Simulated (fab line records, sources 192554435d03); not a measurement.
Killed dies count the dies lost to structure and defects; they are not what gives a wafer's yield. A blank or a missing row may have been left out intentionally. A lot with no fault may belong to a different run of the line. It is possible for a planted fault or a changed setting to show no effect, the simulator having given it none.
Which of the tools did it?	flow n5_finfet	27 wafers from 9 lots sampled at 5 of the route's 1938 steps

## WHAT THE GAUGES SHOWED, per wafer
N5_WELL_APT_OVL_MEAS_09.
lot	measured	on	NWELL_OVL (nm)
L969	day 1 19:35	overlay-01	-6 -5 -1
L970	day 2 01:46	overlay-01	0 -3 1
L971	day 2 07:44	overlay-01	-8 5 -1
L976	day 3 13:43	overlay-01	5 0 0
L983	day 5 07:44	overlay-02	1 -1 -4
L984	day 5 13:44	overlay-01	-1 -9 0
L987	day 6 07:57	overlay-01	-1 -7 -6
L989	day 6 19:43	overlay-02	3 9 -2
L991	day 7 07:43	overlay-01	11 3 7

N5_BEOL_M4_RC_MEAS_101.
lot	measured	on	DIBL_N (mV/V)	DIBL_P (mV/V)	IOFF_N (nA/um)	IOFF_P (nA/um)	ION_N (uA/um)	ION_P (uA/um)	RS_NWELL (ohm/sq)	SS_N (mV/dec)	SS_P (mV/dec)	VT_N (mV)	VT_P (mV)
L969	day 8 20:15	prober-02	36.7 34.7 39.2	38.2 33.9 41.4	0.19 0.14 0.25	0.25 0.17 0.32	675 666 693	465 457 473	1034 1039 1033	72.5 72.2 72.8	73.7 72.5 74.6	248 250 242	-248.4 -252.9 -245.7
L970	day 8 23:30	prober-01	36.3 35.8 38.5	37.4 37.5 40.0	0.17 0.16 0.23	0.21 0.22 0.26	683 672 702	462 468 475	1039 1035 1030	71.5 70.7 71.8	73.8 72.9 73.9	248 250 245	-249.2 -247.8 -246.1
L971	day 9 03:07	prober-02	34.3 34.0 32.7	33.5 32.9 30.7	0.16 0.14 0.12	0.21 0.19 0.16	678 670 653	463 459 461	1032 1042 1037	70.8 71.3 71.3	73.2 72.7 72.2	246 250 252	-247.1 -249.6 -251.3
L976	day 10 05:17	prober-01	37.1 38.0 40.5	38.9 39.6 43.6	0.18 0.18 0.26	0.20 0.22 0.29	690 681 697	466 464 464	1038 1041 1049	70.7 71.6 72.0	73.9 74.2 74.2	244 247 242	-253.0 -252.3 -248.7
L983	day 12 00:50	prober-02	37.1 34.1 35.4	38.8 35.2 36.9	0.18 0.12 0.13	0.21 0.16 0.17	677 658 653	459 452 448	1270 1262 1261	71.9 70.2 71.9	73.7 72.8 72.6	249 256 256	-252.9 -257.1 -255.8
L984	day 12 11:57	prober-01	35.5 32.1 34.3	34.3 31.1 32.7	0.13 0.09 0.11	0.18 0.13 0.15	662 640 664	454 441 460	1254 1258 1262	70.9 70.4 70.6	72.9 72.0 72.1	255 259 256	-251.6 -256.4 -255.7
L987	day 12 17:22	prober-01	39.2 34.6 35.4	40.2 35.4 35.4	0.21 0.13 0.13	0.26 0.18 0.19	685 673 662	468 462 455	1035 1042 1036	71.6 71.3 71.5	74.1 73.0 73.3	246 254 254	-249.3 -252.8 -252.0
L989	day 14 04:22	prober-01	36.3 36.6 35.2	34.9 36.3 33.6	0.15 0.15 0.13	0.20 0.22 0.17	679 671 661	465 459 450	1048 1044 1053	71.5 70.9 71.0	73.1 73.6 71.9	246 249 250	-251.2 -251.9 -253.3
L991	day 14 06:26	prober-01	37.2 37.9 39.3	37.1 36.6 38.0	0.16 0.16 0.20	0.21 0.21 0.25	673 681 687	457 461 464	1040 1030 1035	71.4 72.1 72.2	73.4 74.0 73.7	250 250 247	-252.4 -252.9 -246.7

## EACH LOT AND THE TOOL THAT RAN IT (in order: tool; ch and the chambers of the sampled wafers; start)
lot	N5_WELL_APT_IMPLANT_14	N5_WELL_APT_DESCUM_30	N5_PMOS_HMC_CHANNEL_EPI_HM_DEP_34
L969	implanter-01 ch 0, day 1 19:44	rie_diel-06 ch 0,3, day 1 21:03	pecvd-02 ch 0,1, day 2 04:45
L970	implanter-02 ch 0, day 2 01:59	rie_diel-06 ch 0,1,2, day 2 02:57	pecvd-04 ch 0,1, day 2 05:53
L971	implanter-01 ch 0, day 2 07:55	rie_diel-06 ch 2,3, day 2 08:54	pecvd-04 ch 0,1, day 2 11:05
L976	implanter-01 ch 0, day 3 13:58	rie_diel-06 ch 0,1, day 3 15:02	pecvd-04 ch 0,1,2, day 3 17:05
L983	implanter-01 ch 0, day 5 07:58	rie_diel-05 ch 2,3, day 5 09:17	pecvd-02 ch 0,1,2, day 5 11:01
L984	implanter-01 ch 0, day 5 13:53	rie_diel-01 ch 0,1,3, day 5 15:02	pecvd-04 ch 0,2, day 5 16:46
L987	implanter-02 ch 0, day 6 08:43	rie_diel-06 ch 1,2, day 6 10:03	pecvd-02 ch 0,1, day 6 11:45
L989	implanter-02 ch 0, day 6 19:52	rie_diel-06 ch 1,2,3, day 6 21:04	pecvd-01 ch 0,1,2, day 6 22:54
L991	implanter-02 ch 0, day 7 08:25	rie_diel-01 ch 0,1,2, day 7 10:02	pecvd-04 ch 0,2, day 7 11:42
- N5_WELL_APT_IMPLANT_14
- N5_WELL_APT_DESCUM_30: chemistry O2, time 7.9 s.
- N5_PMOS_HMC_CHANNEL_EPI_HM_DEP_34: deposits SiO2 from TEOS/O2, target thk 36 nm, time 6.9 s.

## AS READ BY THE TOOLS THEMSELVES (means over the sampled wafers that have a number; for cases with no such wafer, the mark the record gives instead)
N5_WELL_APT_IMPLANT_14.
lot	tool	beam_on_s (s)	dose_ions_cm2	faraday_current_uA
L969	implanter-01	9.94	1.5e+13	192
L970	implanter-02	9.97	1.5e+13	191
L971	implanter-01	10.05	1.5e+13	189
L976	implanter-01	9.97	1.5e+13	191
L983	implanter-01	9.81	1.0e+13	136
L984	implanter-01	9.71	1.0e+13	137
L987	implanter-02	10.09	1.5e+13	189
L989	implanter-02	9.92	1.5e+13	192
L991	implanter-02	10.05	1.5e+13	189

N5_WELL_APT_DESCUM_30.
lot	tool	drypump_motor_current_A (A)	oes_product_au (a.u.)	rf_vpp_V (V)	showerhead_plenum_p_Torr (Torr)	throttle_valve_pct (%)
L969	rie_diel-06	5.5	0.79	243.2	2.07	20.36
L970	rie_diel-06	5.7	0.78	242.5	2.05	20.46
L971	rie_diel-06	5.8	0.72	241.8	1.99	20.39
L976	rie_diel-06	5.3	0.81	242.6	2.08	20.47
L983	rie_diel-05	5.9	0.71	244.1	2.15	20.48
L984	rie_diel-01	5.1	0.76	243.0	2.06	20.41
L987	rie_diel-06	5.5	0.74	241.5	2.01	20.66
L989	rie_diel-06	5.6	0.72	241.5	1.99	20.56
L991	rie_diel-01	5.5	0.81	242.7	2.08	20.27

N5_PMOS_HMC_CHANNEL_EPI_HM_DEP_34.
lot	tool	heater_power_outer_w (W)	heater_power_w (W)	showerhead_plenum_p_Torr (Torr)	throttle_valve_pct (%)
L969	pecvd-02	345	583	8.38	18.6
L970	pecvd-04	373	720	8.38	20.2
L971	pecvd-04	429	785	8.37	20.1
L976	pecvd-04	427	759	8.35	19.8
L983	pecvd-02	272	497	8.34	18.3
L984	pecvd-04	392	691	8.34	19.1
L987	pecvd-02	346	596	8.37	18.5
L989	pecvd-01	270	547	8.31	18.1
L991	pecvd-04	409	688	8.34	19.1

## THE ANSWER, worked out from the rows above alone
Rule: the usual values come from the lots themselves. The widest of any qualifying gaps counts: lots, ordered by their means at a reading, are off when they make up no more than a third of the lots, leave a main group of 4 or more, and stand apart from it by 3 or more times the standard deviation of that group's means. A main group whose means are all the same, to the digits that the tables above print for the reading, isn't used. Also off: a lot with no number at a reading for which 4 or more lots have one. The other lots that the step has rows for count as sound. Order of review: gauges by route order, followed by the tools' own readings, for which a lot's mean as printed above is used. At the first step where some lot is off, the reading lying furthest off is the one used; lots without a number count as furthest.
Off: L983, L984, seen at N5_BEOL_M4_RC_MEAS_101 (RS_NWELL). Mean 1039 ohm/sq and standard deviation 4.7 in the main group.
If a tool, at a process step before that reading, ran all the lots that are off and no sound lot after the first of them, it fits. The gauges at N5_BEOL_M4_RC_MEAS_101 aren't tried: what is off there is off at N5_WELL_APT_IMPLANT_14 too, on other tools, and a gauge's error can't cause that. One fits: N5_WELL_APT_IMPLANT_14 on implanter-01. A fault onset in the window from L976 (day 3 13:58, its last sound lot) to L983 (day 5 07:58, its first lot off) fits.
The tool's own readings at N5_WELL_APT_IMPLANT_14 bear it out: on the lots that are off they differ by more than 5 times the standard deviation of the sound lots' means. dose_ions_cm2 reads 1.0e+13 there against 1.5e+13 on the sound lots; faraday_current_uA reads 136 there against 190 on the sound lots.

## WHAT HAD BEEN PUT IN BY THE SIMULATOR
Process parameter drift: implanter-01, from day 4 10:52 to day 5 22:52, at N5_WELL_APT_IMPLANT_14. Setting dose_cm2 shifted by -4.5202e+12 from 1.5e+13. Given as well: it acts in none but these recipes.
Struck lots among those shown: L983, L984. The rule given above showed the same thing.
